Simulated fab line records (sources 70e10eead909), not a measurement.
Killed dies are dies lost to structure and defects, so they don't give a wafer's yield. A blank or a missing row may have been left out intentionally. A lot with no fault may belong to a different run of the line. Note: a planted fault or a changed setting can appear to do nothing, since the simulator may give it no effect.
Which tool did it? ; flow nand-harc ; Sampling: 13 lots, 39 wafers, 5 of 1159 route steps

## WHAT THE GAUGES READ, wafer by wafer
NHARC_A_ONON_D1_THK_MEAS_02: measures by ellipsometry. Usual: thk-nm at 1003 nm, with a standard deviation of 12.
lot;measured;on;thk-nm (nm);flag
L111;day 7 07:09;film-metro-01;995 993 994;
L113;day 8 00:31;film-metro-01;1009 1007 1007;
L112;day 8 00:32;film-metro-02;996 994 995;
L114;day 8 06:47;film-metro-02;1010 1008 1008;
L116;day 8 10:06;film-metro-02;1027 1025 1023;
L119;day 9 19:07;film-metro-02;993 991 992;
L123;day 10 19:01;film-metro-01;981 981 980;
L127;day 11 14:52;film-metro-02;991 988 990;
L128;day 12 00:40;film-metro-01;1018 1017 1019;
L131;day 12 16:29;film-metro-01;1009 1010 1007;
L132;day 12 16:30;film-metro-02;1005 1007 1006;
L133;day 12 21:48;film-metro-02;1003 1002 1003;
L134;day 13 08:48;film-metro-01;1020 1019 1017;

NHARC_A_ONON_D1_THK_MEAS_05: measures by ellipsometry. Usual: thk-nm at 1001 nm, with a standard deviation of 9.1.
lot;measured;on;thk-nm (nm);flag
L111;day 7 07:43;film-metro-02;1005 1005 1004;
L113;day 8 01:05;film-metro-01;1015 1015 1015;
L112;day 8 01:05;film-metro-02;1008 1010 1009;
L114;day 8 07:21;film-metro-02;995 997 997;
L116;day 8 10:40;film-metro-02;1007 1007 1007;
L119;day 9 19:41;film-metro-01;1011 1011 1011;
L123;day 10 19:34;film-metro-01;993 993 989;
L127;day 11 15:27;film-metro-01;1003 1006 1003;
L128;day 12 01:14;film-metro-01;991 989 991;
L131;day 12 17:02;film-metro-02;1014 1013 1010;
L132;day 12 17:04;film-metro-01;1000 1000 1000;
L133;day 12 22:22;film-metro-01;997 998 997;
L134;day 13 09:22;film-metro-02;1000 999 1001;

NHARC_A_ONON_D1_THK_MEAS_08: measures by ellipsometry. Usual: thk-nm at 999 nm, with a standard deviation of 10.
lot;measured;on;thk-nm (nm);flag
L111;day 7 08:17;film-metro-01;997 997 996;
L113;day 8 01:40;film-metro-01;1026 1025 1027;
L112;day 8 01:39;film-metro-02;996 997 994;
L114;day 8 07:57;film-metro-01;995 993 994;
L116;day 8 11:14;film-metro-01;1005 1006 1005;
L119;day 9 20:16;film-metro-02;996 996 997;
L123;day 10 20:08;film-metro-01;1004 1069 1005;
L127;day 11 16:01;film-metro-01;1002 1001 1002;
L128;day 12 01:48;film-metro-01;991 991 991;
L131;day 12 17:37;film-metro-02;1009 1008 1008;
L132;day 12 17:38;film-metro-01;994 998 996;
L133;day 12 22:56;film-metro-01;1016 1017 1018;
L134;day 13 09:56;film-metro-01;993 991 991;

NHARC_A_ONON_D1_THK_MEAS_30: measures by ellipsometry. Usual: thk-nm at 999 nm, with a standard deviation of 9.5.
lot;measured;on;thk-nm (nm);flag
L111;day 7 18:31;film-metro-01;996 998 996;
L113;day 8 12:13;film-metro-01;985 987 986;
L112;day 8 12:13;film-metro-01;975 975 975;
L114;day 8 18:31;film-metro-02;1010 1009 1009;
L116;day 8 21:59;film-metro-01;1004 1002 1001;
L119;day 10 07:56;film-metro-01;1001 999 999;
L123;day 11 06:41;film-metro-01;999 1000 1002;
L127;day 12 02:43;film-metro-02;990 989 990;
L128;day 12 13:25;film-metro-02;1004 1004 1002;
L131;day 13 04:04;film-metro-01;1004 1006 1005;
L132;day 13 04:04;film-metro-02;1005 1003 1003;
L133;day 13 09:43;film-metro-01;1000 1002 1001;
L134;day 13 22:35;film-metro-02;1002 1003 1001;

## WHAT TOOL EACH LOT RAN ON (gives the tool, then ch and the chambers of the sampled wafers, and finally the start)
lot;NHARC_A_ONON_D1_DEP_06
L111;pecvd-onon-04 ch 0, day 7 07:57
L113;pecvd-onon-01 ch 0, day 8 01:09
L112;pecvd-onon-04 ch 0, day 8 01:12
L114;pecvd-onon-01 ch 0, day 8 07:25
L116;pecvd-onon-04 ch 0, day 8 10:43
L119;pecvd-onon-01 ch 0, day 9 19:44
L123;pecvd-onon-01 ch 0, day 10 19:38
L127;pecvd-onon-02 ch 0, day 11 15:30
L128;pecvd-onon-02 ch 0, day 12 01:28
L131;pecvd-onon-04 ch 0, day 12 17:09
L132;pecvd-onon-02 ch 0, day 12 17:08
L133;pecvd-onon-04 ch 0, day 12 22:29
L134;pecvd-onon-04 ch 0, day 13 09:25
- NHARC_A_ONON_D1_DEP_06: target thk 1000 nm.

## WHAT THE TOOLS THEMSELVES READ (means of the sampled wafers that have a number; where no wafer has one, the mark that the record gives instead)
NHARC_A_ONON_D1_DEP_06. Usual: sih4-flow-sccm at 210.0 sccm, with a standard deviation of 0.58.
lot;tool;sih4-flow-sccm (sccm);flag
L111;pecvd-onon-04;209.3;
L113;pecvd-onon-01;210.2;
L112;pecvd-onon-04;210.1;
L114;pecvd-onon-01;210.4;
L116;pecvd-onon-04;209.8;
L119;pecvd-onon-01;210.4;
L123;pecvd-onon-01;209.9;
L127;pecvd-onon-02;209.8;
L128;pecvd-onon-02;210.1;
L131;pecvd-onon-04;210.8;
L132;pecvd-onon-02;210.4;
L133;pecvd-onon-04;209.9;
L134;pecvd-onon-04;209.7;

## THE ANSWER, worked out from the rows above alone
Rule: a lot is off if the mean of its wafers that have a number lies more than 3 standard deviations from the usual mean. A lot without any number at a reading at which 4 lots or more have one is off too. Any other lot the step has rows for is counted as sound. Order of review: gauges by route order, followed by the tools' own readings, for which a lot's mean as printed above is used. At the first step where some lot is off, the reading lying furthest off is the one used; lots without a number count as furthest.
No lot is off at any reading shown: from this, nothing can be told.

## WHAT THE SIMULATOR PUT IN
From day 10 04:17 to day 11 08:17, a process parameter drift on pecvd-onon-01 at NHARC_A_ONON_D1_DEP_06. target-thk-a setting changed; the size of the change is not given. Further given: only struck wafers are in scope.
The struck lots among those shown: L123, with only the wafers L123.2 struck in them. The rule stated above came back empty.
